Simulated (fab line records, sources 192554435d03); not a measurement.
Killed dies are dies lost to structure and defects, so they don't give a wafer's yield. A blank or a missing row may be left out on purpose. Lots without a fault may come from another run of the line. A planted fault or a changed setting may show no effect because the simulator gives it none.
fab line records | flow n5_finfet
record lots=24 wafers=72 last_day=18
route steps=1938 shown BEOL_M10@1534 BEOL_M11@1549 BEOL_M12@1614
lots that met no fault: from a run of the same line without faults
start_h: hours from the record's first day to the start of the lot's first wafer shown | wait_h: hours since the lot's step before | " the same as in the row above | L1.1+2: a row that stands for several wafers | - no value, or no start given | * or withheld: withheld | < > ~ a bound
route shown NAME@n: a module of which the file shows steps, and the number in the route of the first | usual: mean/standard deviation of fault-free wafers | same: alike in all rows | chamber/n: place in a boat | sites: the reading at each site | _std_site: their standard deviation | _edge_site: outer sites' mean less inner sites' | radius_mm: how far each site lies from the wafer's centre | mask NAME#n: copy n | behind: the tool/chamber that last shaped the wafer | hold: why the lot was held/for how many hours/how that ended | device: the transistor (n, p or np) that didn't switch | end of line: the same wafers' tests at the end of the route | a step without rows: its recipe alone | killed: dies lost to structure and defects at the first sort, not the wafer's yield | map: a wafer's dies, x killed, . not, _ none there
set.NAME: the setting as run; set.NAME@STEP: as run at that earlier step | model.NAME: the simulator's own value behind a step, which no gauge read
steps of the route over a sample of lots; a table a step, a row a wafer
services: from which hour (start_h, from the record's first day; less than 0 if before it) a tool's chamber was out of use, for how many hours, and why
## steps
# step N5_BEOL_M10_RS_MEAS_57
# recipe thk_meas_gauge=four-point-probe reads=Cu_of_BEOL_M10_ECD_50+Co_of_BEOL_M10_CVD_75+TaN_of_BEOL_M10_ALD_74
# usual M10_RS=0.153/0.0044
# columns lot.wafer tool chamber start_h wait_h M10_RS[ohm/sq]
L074.1 film_metro-01 - 235.11 0.1 0.148
L074.4 " - " " 0.147
L074.6 " - " " 0.156
L075.2 film_metro-01 - 240.69 0.1 0.148
L075.3 " - " " 0.146
L075.6 " - " " 0.146
L078.2 film_metro-02 - 263.22 0.1 0.147
L078.3 " - " " 0.153
L078.5 " - " " 0.150
L076.1 film_metro-02 - 264.03 0.1 0.149
L076.3 " - " " 0.154
L076.6 " - " " 0.152
L081.1 film_metro-01 - 270.17 0.1 0.154
L081.2 " - " " 0.154
L081.4 " - " " 0.159
L080.1 film_metro-01 - 273.98 0.1 0.144
L080.3 " - " " 0.149
L080.5 " - " " 0.151
L079.1 film_metro-02 - 274.68 0.1 0.150
L079.5 " - " " 0.159
L079.6 " - " " 0.153
L077.2 film_metro-02 - 276.68 0.1 0.142
L077.4 " - " " 0.147
L077.6 " - " " 0.154
L082.2 film_metro-01 - 277.23 0.1 0.152
L082.3 " - " " 0.148
L082.4 " - " " 0.144
L083.1 film_metro-02 - 282.12 0.1 0.158
L083.5 " - " " 0.145
L083.6 " - " " 0.150
L084.3 film_metro-02 - 289.21 0.1 0.151
L084.4 " - " " 0.156
L084.6 " - " " 0.159
L085.1 film_metro-01 - 295.40 0.1 0.149
L085.3 " - " " 0.156
L085.5 " - " " 0.152
L086.1 film_metro-02 - 306.07 0.1 0.155
L086.3 " - " " 0.157
L086.6 " - " " 0.150
L087.2 film_metro-02 - 306.30 0.1 0.151
L087.5 " - " " 0.157
L087.6 " - " " 0.149
L088.1 film_metro-01 - 318.82 0.1 0.160
L088.4 " - " " 0.156
L088.5 " - " " 0.149
L089.1 film_metro-02 - 329.09 0.1 0.152
L089.4 " - " " 0.156
L089.6 " - " " 0.152
L091.2 film_metro-02 - 331.30 0.1 0.154
L091.3 " - " " 0.153
L091.5 " - " " 0.160
L093.3 film_metro-01 - 342.72 0.1 0.157
L093.5 " - " " 0.155
L093.6 " - " " 0.151
L090.3 film_metro-02 - 344.11 0.1 0.159
L090.4 " - " " 0.153
L090.6 " - " " 0.158
L092.1 film_metro-01 - 344.21 0.1 0.153
L092.2 " - " " 0.151
L092.5 " - " " 0.157
L094.2 film_metro-01 - 349.41 0.1 0.158
L094.3 " - " " 0.154
L094.6 " - " " 0.151
L095.2 film_metro-02 - 368.03 0.1 0.150
L095.5 " - " " 0.148
L095.6 " - " " 0.157
L097.2 film_metro-01 - 374.16 0.1 0.155
L097.3 " - " " 0.153
L097.6 " - " " 0.153
L096.4 film_metro-01 - 375.12 0.0 0.147
L096.5 " - " " 0.153
L096.6 " - " " 0.145
# step N5_BEOL_M11_CD_MEAS_11
# recipe target_cd_nm=64.1 landing_energy_ev=500 detector=se_inlens polarity=opening
# usual cd_nm=64.7/0.7
# columns lot.wafer tool chamber start_h wait_h cd_nm
L074.1 cd_sem-03 0 238.73 - 62.8
L074.4 " 0 " " 64.1
L074.6 " 0 " " 65.1
L075.2 cd_sem-03 0 244.73 - 64.1
L075.3 " 0 " " 63.7
L075.6 " 0 " " 64.3
L078.2 cd_sem-02 0 264.57 - 65.8
L078.3 " 0 " " 63.5
L078.5 " 0 " " 64.6
L076.1 cd_sem-03 0 267.19 - 63.6
L076.3 " 0 " " 65.0
L076.6 " 0 " " 64.7
L081.1 cd_sem-01 0 272.39 - 65.5
L081.2 " 0 " " 65.5
L081.4 " 0 " " 63.9
L080.1 cd_sem-01 0 276.31 - 63.8
L080.3 " 0 " " 64.4
L080.5 " 0 " " 63.9
L079.1 cd_sem-02 0 276.42 - 65.3
L079.5 " 0 " " 64.5
L079.6 " 0 " " 64.3
L077.2 cd_sem-03 0 278.75 - 65.2
L077.4 " 0 " " 64.6
L077.6 " 0 " " 64.8
L082.2 cd_sem-01 0 281.07 - 63.7
L082.3 " 0 " " 63.5
L082.4 " 0 " " 63.8
L083.1 cd_sem-02 0 286.52 - 62.8
L083.5 " 0 " " 64.2
L083.6 " 0 " " 64.7
L084.3 cd_sem-03 0 291.24 - 64.9
L084.4 " 0 " " 65.8
L084.6 " 0 " " 65.2
L085.1 cd_sem-02 0 297.36 - 65.7
L085.3 " 0 " " 65.0
L085.5 " 0 " " 64.6
L086.1 cd_sem-03 0 307.77 - 64.5
L086.3 " 0 " " 64.2
L086.6 " 0 " " 65.2
L087.2 cd_sem-02 0 307.94 - 63.5
L087.5 " 0 " " 64.5
L087.6 " 0 " " 64.6
L088.1 cd_sem-03 0 320.72 - 64.2
L088.4 " 0 " " 64.7
L088.5 " 0 " " 64.3
L089.1 cd_sem-02 0 330.30 - 65.5
L089.4 " 0 " " 64.5
L089.6 " 0 " " 65.0
L091.2 cd_sem-03 0 335.26 - 64.1
L091.3 " 0 " " 63.9
L091.5 " 0 " " 64.3
L093.3 cd_sem-02 0 344.19 - 65.3
L093.5 " 0 " " 65.8
L093.6 " 0 " " 64.3
L092.1 cd_sem-03 0 347.03 - 64.5
L092.2 " 0 " " 64.2
L092.5 " 0 " " 65.0
L090.3 cd_sem-03 0 347.45 - 65.2
L090.4 " 0 " " 65.4
L090.6 " 0 " " 64.1
L094.2 cd_sem-01 0 351.17 - 64.8
L094.3 " 0 " " 65.7
L094.6 " 0 " " 64.3
L095.2 cd_sem-03 0 369.59 - 64.2
L095.5 " 0 " " 64.8
L095.6 " 0 " " 64.7
L097.2 cd_sem-03 0 378.68 - 65.5
L097.3 " 0 " " 65.3
L097.6 " 0 " " 64.8
L096.4 cd_sem-01 0 378.85 - 64.8
L096.5 " 0 " " 65.1
L096.6 " 0 " " 64.1
# step N5_BEOL_M11_DEP_56
# recipe material=SiCN target_thk_a=300 temp_c=withheld precursor=3MS/NH3 pressure_torr=3 rf_w=675 time_s=10.5
# usual showerhead_plenum_p_Torr=4.161/0.025 throttle_valve_pct=17.8/0.9
# columns lot.wafer tool chamber start_h wait_h showerhead_plenum_p_Torr throttle_valve_pct
L074.1 pecvd-04 2 245.70 0.0 4.146 16.7
L074.4 " 0 " " 4.158 18.7
L074.6 " 2 " " 4.162 16.5
L075.2 pecvd-02 2 250.46 0.0 4.134 17.4
L075.3 " 2 " " 4.143 17.4
L075.6 " 1 " " 4.175 18.1
L078.2 pecvd-04 1 269.36 0.0 4.135 18.2
L078.3 " 0 " " 4.150 18.3
L078.5 " 1 " " 4.141 18.4
L076.1 pecvd-04 1 272.30 0.0 4.134 18.4
L076.3 " 0 " " 4.155 18.5
L076.6 " 0 " " 4.149 18.3
L081.1 pecvd-04 1 277.43 0.0 4.138 18.5
L081.2 " 2 " " 4.158 16.7
L081.4 " 2 " " 4.149 16.5
L080.1 pecvd-03 1 282.28 0.0 4.148 19.5
L080.3 " 0 " " 4.216 16.9
L080.5 " 0 " " 4.234 16.8
L079.1 pecvd-02 2 283.85 0.0 4.151 17.6
L079.5 " 2 " " 4.156 17.4
L079.6 " 1 " " 4.167 18.0
L077.2 pecvd-03 1 284.17 0.0 4.156 19.7
L077.4 " 0 " " 4.220 16.9
L077.6 " 1 " " 4.162 19.4
L082.2 pecvd-04 1 290.60 0.0 4.127 18.2
L082.3 " 2 " " 4.160 16.5
L082.4 " 0 " " 4.162 18.6
L083.1 pecvd-04 2 291.30 0.0 4.147 16.4
L083.5 " 1 " " 4.137 18.6
L083.6 " 2 " " 4.152 16.7
L084.3 pecvd-04 0 296.75 0.0 4.153 18.5
L084.4 " 0 " " 4.155 18.4
L084.6 " 2 " " 4.153 16.5
L085.1 pecvd-02 2 304.85 0.0 4.150 17.8
L085.3 " 0 " " 4.153 17.0
L085.5 " 0 " " 4.161 16.9
L086.1 pecvd-03 1 312.17 0.0 4.155 19.4
L086.3 " 0 " " 4.222 17.1
L086.6 " 1 " " 4.157 19.3
L087.2 pecvd-04 0 312.80 0.0 4.155 18.2
L087.5 " 2 " " 4.142 16.6
L087.6 " 0 " " 4.151 18.4
L088.1 pecvd-04 0 329.55 0.0 4.152 18.5
L088.4 " 1 " " 4.124 18.6
L088.5 " 2 " " 4.155 16.5
L089.1 pecvd-04 2 338.98 0.0 4.152 16.7
L089.4 " 1 " " 4.138 18.3
L089.6 " 0 " " 4.159 18.3
L091.2 pecvd-02 1 343.75 0.0 4.181 17.8
L091.3 " 2 " " 4.145 17.8
L091.5 " 1 " " 4.175 17.9
L093.3 pecvd-03 0 349.60 0.0 4.234 17.2
L093.5 " 0 " " 4.219 16.9
L093.6 " 2 " " 4.177 16.9
L090.3 pecvd-04 0 351.82 0.0 4.157 18.2
L090.4 " 0 " " 4.144 18.4
L090.6 " 1 " " 4.133 18.5
L092.1 pecvd-03 1 352.25 0.0 4.159 19.2
L092.2 " 0 " " 4.224 17.1
L092.5 " 0 " " 4.228 17.1
L094.2 pecvd-04 2 355.43 0.0 4.167 16.4
L094.3 " 1 " " 4.138 18.7
L094.6 " 0 " " 4.153 18.3
L095.2 pecvd-02 2 375.55 0.0 4.155 17.7
L095.5 " 2 " " 4.145 17.6
L095.6 " 0 " " 4.160 17.1
L097.2 pecvd-03 0 387.01 0.0 4.224 17.2
L097.3 " 2 " " 4.171 17.5
L097.6 " 0 " " 4.227 16.8
L096.4 pecvd-02 2 387.29 0.0 4.140 17.9
L096.5 " 0 " " 4.159 17.3
L096.6 " 2 " " 4.150 17.8
# step N5_BEOL_M12_INSPECT_12
# recipe mode=adi inspect_instrument=macro
# usual raw_defect_count=2.2/1.6
# columns lot.wafer tool chamber start_h wait_h raw_defect_count
L074.1 defect_inspect-02 - 246.44 0.0 0
L074.4 " - " " 3
L074.6 " - " " 3
L075.2 defect_inspect-01 - 251.28 0.0 1
L075.3 " - " " 2
L075.6 " - " " 1
L078.2 defect_inspect-02 - 269.99 0.0 6
L078.3 " - " " 1
L078.5 " - " " 5
L076.1 defect_inspect-01 - 272.91 0.0 5
L076.3 " - " " 3
L076.6 " - " " 3
L081.1 defect_inspect-01 - 278.18 0.0 3
L081.2 " - " " 2
L081.4 " - " " 3
L080.1 defect_inspect-01 - 282.91 0.0 2
L080.3 " - " " 0
L080.5 " - " " 3
L079.1 defect_inspect-02 - 284.46 0.0 0
L079.5 " - " " 1
L079.6 " - " " 3
L077.2 defect_inspect-02 - 284.80 0.0 3
L077.4 " - " " 3
L077.6 " - " " 2
L082.2 defect_inspect-01 - 291.34 0.0 1
L082.3 " - " " 3
L082.4 " - " " 0
L083.1 defect_inspect-01 - 291.92 0.0 3
L083.5 " - " " 1
L083.6 " - " " 1
L084.3 defect_inspect-01 - 297.38 0.0 0
L084.4 " - " " 4
L084.6 " - " " 4
L085.1 defect_inspect-01 - 305.59 0.0 0
L085.3 " - " " 2
L085.5 " - " " 1
L086.1 defect_inspect-02 - 312.91 0.0 6
L086.3 " - " " 2
L086.6 " - " " 2
L087.2 defect_inspect-01 - 313.42 0.0 0
L087.5 " - " " 3
L087.6 " - " " 3
L088.1 defect_inspect-01 - 330.31 0.0 1
L088.4 " - " " 2
L088.5 " - " " 4
L089.1 defect_inspect-02 - 339.60 0.0 3
L089.4 " - " " 5
L089.6 " - " " 1
L091.2 defect_inspect-02 - 344.49 0.0 1
L091.3 " - " " 4
L091.5 " - " " 4
L093.3 defect_inspect-01 - 350.22 0.0 4
L093.5 " - " " 1
L093.6 " - " " 0
L090.3 defect_inspect-01 - 352.44 0.0 3
L090.4 " - " " 0
L090.6 " - " " 3
L092.1 defect_inspect-02 - 352.86 0.0 0
L092.2 " - " " 4
L092.5 " - " " 4
L094.2 defect_inspect-01 - 356.04 0.0 0
L094.3 " - " " 1
L094.6 " - " " 2
L095.2 defect_inspect-02 - 376.17 0.0 4
L095.5 " - " " 2
L095.6 " - " " 2
L097.2 defect_inspect-01 - 387.75 0.0 1
L097.3 " - " " 2
L097.6 " - " " 4
L096.4 defect_inspect-02 - 387.91 0.0 2
L096.5 " - " " 1
L096.6 " - " " 2
# step N5_BEOL_M12_INSPECT_30
# recipe mode=adi inspect_instrument=macro
# usual raw_defect_count=1.9/1.4
# columns lot.wafer tool chamber start_h wait_h raw_defect_count
L074.1 defect_inspect-01 - 247.48 0.0 0
L074.4 " - " " 4
L074.6 " - " " 1
L075.2 defect_inspect-01 - 252.19 0.0 4
L075.3 " - " " 3
L075.6 " - " " 2
L078.2 defect_inspect-02 - 270.90 0.0 1
L078.3 " - " " 1
L078.5 " - " " 2
L076.1 defect_inspect-01 - 273.95 0.0 3
L076.3 " - " " 2
L076.6 " - " " 1
L081.1 defect_inspect-01 - 279.21 0.0 5
L081.2 " - " " 4
L081.4 " - " " 2
L080.1 defect_inspect-02 - 283.81 0.0 2
L080.3 " - " " 0
L080.5 " - " " 2
L079.1 defect_inspect-01 - 285.37 0.0 5
L079.5 " - " " 1
L079.6 " - " " 2
L077.2 defect_inspect-01 - 285.99 0.0 2
L077.4 " - " " 1
L077.6 " - " " 4
L082.2 defect_inspect-02 - 292.25 0.0 3
L082.3 " - " " 0
L082.4 " - " " 1
L083.1 defect_inspect-02 - 293.26 0.0 1
L083.5 " - " " 0
L083.6 " - " " 0
L084.3 defect_inspect-02 - 298.63 0.0 3
L084.4 " - " " 4
L084.6 " - " " 0
L085.1 defect_inspect-01 - 306.63 0.0 1
L085.3 " - " " 6
L085.5 " - " " 2
L086.1 defect_inspect-01 - 313.95 0.0 1
L086.3 " - " " 4
L086.6 " - " " 1
L087.2 defect_inspect-02 - 314.33 0.0 1
L087.5 " - " " 3
L087.6 " - " " 0
L088.1 defect_inspect-02 - 331.29 0.0 1
L088.4 " - " " 0
L088.5 " - " " 2
L089.1 defect_inspect-02 - 340.63 0.0 1
L089.4 " - " " 1
L089.6 " - " " 0
L091.2 defect_inspect-01 - 345.40 0.0 1
L091.3 " - " " 2
L091.5 " - " " 2
L093.3 defect_inspect-02 - 351.13 0.0 1
L093.5 " - " " 1
L093.6 " - " " 2
L090.3 defect_inspect-01 - 353.36 0.0 3
L090.4 " - " " 1
L090.6 " - " " 1
L092.1 defect_inspect-01 - 353.79 0.0 1
L092.2 " - " " 2
L092.5 " - " " 2
L094.2 defect_inspect-01 - 357.08 0.0 2
L094.3 " - " " 2
L094.6 " - " " 1
L095.2 defect_inspect-02 - 377.21 0.0 3
L095.5 " - " " 3
L095.6 " - " " 4
L097.2 defect_inspect-01 - 388.66 0.0 0
L097.3 " - " " 2
L097.6 " - " " 3
L096.4 defect_inspect-01 - 388.81 0.0 1
L096.5 " - " " 0
L096.6 " - " " 3
# step N5_BEOL_M12_TRENCH_ETCH_34
# recipe chemistry=C4F8/O2/Ar target=SiOC target_depth_a=3189.5 mask_material=SOC pressure_mtorr=30 source_w=3000 bias_w=700 Ar_flow_sccm=400 C4F8_flow_sccm=15 O2_flow_sccm=8 he_inner_torr=15 he_outer_torr=30 time_s=125.5 ion_energy_ev=250
# usual O2_flow_sccm=7.998/0.026 drypump_motor_current_A=6.0/0.44 oes_product_au=0.81/0.087 rf_vpp_V=666/3.4 showerhead_plenum_p_Torr=3.42/0.12 throttle_valve_pct=24.09/0.2
# columns lot.wafer tool chamber start_h wait_h O2_flow_sccm drypump_motor_current_A oes_product_au rf_hours_counter_h rf_vpp_V showerhead_plenum_p_Torr throttle_valve_pct
L074.1 rie_diel-02 0 247.87 0.0 7.984 5.8 0.71 207 662 3.22 23.85
L074.4 " 1 " " 8.016 6.4 0.82 - 668 3.49 24.41
L074.6 " 0 " " 8.007 5.8 0.71 - 662 3.22 23.86
L075.2 rie_diel-06 3 252.58 0.0 8.005 6.4 0.76 158 670 3.52 24.05
L075.3 " 2 " " 7.998 5.0 0.70 241 663 3.37 24.21
L075.6 " 1 " " 8.011 5.8 0.76 - 662 3.31 24.00
L078.2 rie_diel-04 1 271.58 0.0 7.972 5.8 0.89 28 668 3.49 24.11
L078.3 " 2 " " 8.057 6.0 0.79 111 671 3.55 24.13
L078.5 " 1 " " 8.025 5.8 0.89 - 667 3.49 24.11
L076.1 rie_diel-06 1 274.35 0.0 8.001 5.8 0.76 126 662 3.30 24.04
L076.3 " 2 " " 7.996 4.9 0.69 250 664 3.36 24.21
L076.6 " 0 " " 7.986 6.4 0.72 - 666 3.42 24.08
L081.1 rie_diel-06 0 279.61 0.0 7.988 6.4 0.72 172 666 3.42 24.09
L081.2 " 3 " " 7.969 6.4 0.76 169 670 3.52 24.07
L081.4 " 0 " " 7.964 6.4 0.71 - 665 3.42 24.09
L080.1 rie_diel-04 3 284.21 0.0 7.974 5.8 0.90 26 671 3.63 23.61
L080.3 " 2 " " 8.014 5.9 0.79 116 670 3.55 24.15
L080.5 " 2 " " 8.003 6.0 0.79 - 670 3.55 24.15
L079.1 rie_diel-02 3 285.77 0.0 7.975 6.8 0.94 10 664 3.35 24.31
L079.5 " 2 " " 8.005 5.8 0.96 - 663 3.39 24.14
L079.6 " 3 " " 7.954 6.8 0.93 - 663 3.35 24.30
L077.2 rie_diel-04 3 286.60 0.0 8.000 5.8 0.90 28 671 3.63 23.61
L077.4 " 1 " " 8.016 5.8 0.87 32 668 3.49 24.12
L077.6 " 3 " " 8.029 5.8 0.91 - 672 3.63 23.61
L082.2 rie_diel-06 3 293.09 0.0 7.997 6.4 0.74 175 668 3.51 24.07
L082.3 " 1 " " 8.004 5.8 0.76 135 662 3.30 24.05
L082.4 " 0 " " 7.985 6.4 0.71 - 664 3.41 24.10
L083.1 rie_diel-02 3 293.66 0.0 7.957 6.8 0.92 13 663 3.35 24.32
L083.5 " 0 " " 8.002 5.8 0.68 - 661 3.21 23.87
L083.6 " 1 " " 8.008 6.3 0.80 - 666 3.48 24.44
L084.3 rie_diel-04 3 299.03 0.0 8.058 5.8 0.90 32 671 3.62 23.62
L084.4 " 2 " " 8.022 6.0 0.79 121 669 3.55 24.15
L084.6 " 1 " " 7.982 5.8 0.86 - 666 3.49 24.12
L085.1 rie_diel-06 2 307.06 0.0 7.972 4.9 0.98 5 662 3.36 23.92
L085.3 " 1 " " 7.982 5.8 0.75 140 661 3.29 24.04
L085.5 " 2 " " 7.988 4.9 0.98 - 663 3.36 23.94
L086.1 rie_diel-06 2 314.35 0.0 7.999 5.0 0.97 8 665 3.36 23.92
L086.3 " 3 " " 7.997 6.4 0.73 185 668 3.51 24.08
L086.6 " 0 " " 7.927 6.4 0.70 - 664 3.41 24.11
L087.2 rie_diel-02 2 314.93 0.0 7.940 5.8 0.93 30 662 3.39 24.15
L087.5 " 3 " " 7.993 6.8 0.91 - 663 3.35 24.32
L087.6 " 0 " " 8.010 5.8 0.68 - 661 3.21 23.89
L088.1 rie_diel-04 1 331.68 0.0 8.018 5.9 0.85 49 667 3.48 24.14
L088.4 " 3 " " 8.008 5.8 0.88 43 671 3.62 23.64
L088.5 " 0 " " 7.980 5.9 0.81 - 669 3.53 24.21
L089.1 rie_diel-04 0 341.03 0.0 7.993 5.9 0.79 96 671 3.52 24.18
L089.4 " 3 " " 8.005 5.8 0.87 46 671 3.62 23.64
L089.6 " 3 " " 8.017 5.8 0.88 - 671 3.62 23.64
L091.2 rie_diel-04 1 345.80 0.0 7.960 5.9 0.84 53 667 3.48 24.16
L091.3 " 2 " " 8.036 6.0 0.77 136 669 3.54 24.17
L091.5 " 0 " " 8.007 5.9 0.80 - 672 3.52 24.20
L093.3 rie_diel-06 2 351.61 0.0 7.999 4.9 0.92 20 664 3.35 23.95
L093.5 " 2 " " 7.993 4.9 0.92 - 664 3.35 23.94
L093.6 " 3 " " 7.967 6.4 0.73 - 669 3.50 24.07
L090.3 rie_diel-02 2 354.45 0.0 8.014 5.9 0.90 44 666 3.38 24.17
L090.4 " 1 " " 7.994 6.3 0.77 121 665 3.47 24.44
L090.6 " 2 " " 7.988 5.8 0.90 - 663 3.38 24.16
L092.1 rie_diel-02 2 355.27 0.0 7.956 5.9 0.89 45 663 3.38 24.17
L092.2 " 0 " " 8.027 5.8 0.66 247 661 3.20 23.89
L092.5 " 3 " " 8.014 6.8 0.86 - 663 3.34 24.36
L094.2 rie_diel-02 0 357.48 0.0 7.992 5.8 0.67 248 661 3.20 23.89
L094.3 " 1 " " 8.012 6.4 0.77 122 666 3.47 24.44
L094.6 " 3 " " 7.982 6.8 0.86 - 663 3.34 24.33
L095.2 rie_diel-06 0 378.02 0.0 7.944 6.4 0.68 210 664 3.40 24.12
L095.5 " 3 " " 8.008 6.4 0.72 - 669 3.50 24.12
L095.6 " 0 " " 7.941 6.4 0.69 - 666 3.40 24.11
L097.2 rie_diel-06 3 389.06 0.0 7.969 6.4 0.72 209 667 3.50 24.12
L097.3 " 1 " " 7.999 5.8 0.73 170 661 3.28 24.09
L097.6 " 1 " " 7.982 5.8 0.73 - 661 3.28 24.08
L096.4 rie_diel-02 1 389.21 0.0 7.963 6.3 0.76 133 666 3.46 24.46
L096.5 " 1 " " 7.973 6.3 0.76 - 666 3.46 24.47
L096.6 " 0 " " 7.982 5.8 0.97 - 662 3.20 23.70
## services
# columns tool chamber start_h hours kind
pecvd-02 0 226.95 - clean
pecvd-02 0 226.95 29.5 scheduled_down
pecvd-03 - 227.45 0.9 repair
rie_diel-02 3 235.38 - clean
rie_diel-02 3 235.38 - consumable_replace:focus_ring
pecvd-02 - 266.68 5.9 repair
rie_diel-06 2 274.97 - clean
rie_diel-06 2 274.97 - consumable_replace:focus_ring
rie_diel-06 2 274.97 20.6 scheduled_down
rie_diel-06 2 274.97 20.6 vent_cycle
rie_diel-06 - 279.75 0.6 repair
pecvd-03 2 281.80 4.3 repair
pecvd-03 - 307.84 0.5 repair
pecvd-03 0 320.29 13.8 repair
pecvd-04 2 331.10 2.1 scheduled_down
pecvd-02 - 332.83 0.4 repair
rie_diel-04 2 365.46 5.0 repair
rie_diel-02 0 366.23 - clean
rie_diel-02 0 366.23 - consumable_replace:focus_ring
rie_diel-02 0 366.23 18.5 scheduled_down
rie_diel-02 0 366.23 18.5 vent_cycle
rie_diel-04 - 376.07 3.0 repair
pecvd-03 2 377.01 8.5 repair
pecvd-02 - 387.42 0.9 repair
## key
fault none
